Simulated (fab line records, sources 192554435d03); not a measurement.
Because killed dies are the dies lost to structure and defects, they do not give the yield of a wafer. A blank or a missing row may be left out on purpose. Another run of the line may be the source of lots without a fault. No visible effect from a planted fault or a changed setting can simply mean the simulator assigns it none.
Which tool was responsible? -- flow n5Finfet -- route of 1938 steps, sampled at 1 step: 9 lots, 27 wafers

WHAT THE GAUGES SHOWED, per wafer
N5_BEOL_M2_CD_MEAS_28: target cd 26.2 nm, target cd y 24.1 nm.
lot,measured,on,cdNm (nm)
L503,day 7 09:25,cdSem-02,26.37 26.06 26.09
L505,day 8 04:54,cdSem-02,26.46 26.12 26.02
L507,day 8 13:45,cdSem-03,26.29 26.30 26.30
L510,day 8 20:47,cdSem-01,26.15 25.93 25.94
L518,day 11 06:48,cdSem-02,26.29 25.71 26.04
L520,day 12 03:43,cdSem-03,26.59 26.47 26.35
L522,day 12 08:43,cdSem-03,26.12 26.34 25.97
L523,day 12 09:32,cdSem-02,25.93 26.25 26.07
L524,day 12 15:15,cdSem-03,26.50 26.46 26.54

TOOL THAT RAN EACH LOT (tool first, then ch and the chambers of the sampled wafers, then the start)
The record shows no process step preceding these readings.

THE ANSWER, worked out from the rows above alone
Rule: the usual values come from the lots themselves. The widest of any qualifying gaps counts: lots, ordered by their means at a reading, are off when they make up no more than a third of the lots, leave a main group of 4 or more, and stand apart from it by 3 or more times the standard deviation of that group's means. The tables above print the reading to a certain number of digits; a main group whose means all agree to those digits is not used. A lot without any number at a reading at which 4 lots or more have one is off too. The other lots that the step has rows for count as sound.
No lot is off at any reading shown: from this, nothing can be told.

WHAT THE SIMULATOR HAD PUT IN
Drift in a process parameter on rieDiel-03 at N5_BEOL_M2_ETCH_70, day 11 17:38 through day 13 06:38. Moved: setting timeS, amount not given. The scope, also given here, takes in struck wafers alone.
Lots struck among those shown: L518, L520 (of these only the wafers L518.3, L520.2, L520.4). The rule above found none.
